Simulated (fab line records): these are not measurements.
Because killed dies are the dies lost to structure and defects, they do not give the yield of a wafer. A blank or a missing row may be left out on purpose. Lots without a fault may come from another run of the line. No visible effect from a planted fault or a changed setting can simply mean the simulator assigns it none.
Chamber matching -- flow n5 finfet -- rie diel-02 running N5_FIN_SAQP_DESCUM_21: 4 sister chambers
The step chemistry O2, time 7.9 s. 4 wafers are shown with their chamber, then 8 later ones without.

EACH WAFER AND ITS CHAMBER
wafer,chamber,drypump motor current A (A)
L088.5,3,4.8
L089.4,0,5.8
L089.6,1,5.6
L090.3,2,5.7

WAFERS WHOSE CHAMBER IS MISSING
wafer,drypump motor current A (A)
L090.5,5.8
L090.6,4.7
L095.1,4.7
L095.5,5.6
L095.6,4.8
L096.1,5.8
L096.2,5.8
L096.6,5.7

THE CHAMBER EACH PASSED THROUGH
wafer,from the rows above,in truth
L090.5,0,0
L090.6,3,3
L095.1,3,3
L095.5,1,1
L095.6,3,3
L096.1,0,0
L096.2,0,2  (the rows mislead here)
L096.6,2,2
Correctly placed: 7 of 8. Not placeable from these rows: 0. Wrongly placed: 1.
How it was worked out, from the rows above alone: a wafer's distance from a chamber is the root of the sum, over the readings, of the square of ((its reading less the chamber's mean) divided by the reading's scatter). The wafer belongs to the nearest chamber; if the next one is less than 2 further off, it can't be placed. Each chamber's mean is taken over the wafers shown for it. The scatter (one wafer shown for each chamber): square how far every hidden wafer sits from the nearest shown wafer, average those squares and take the square root.
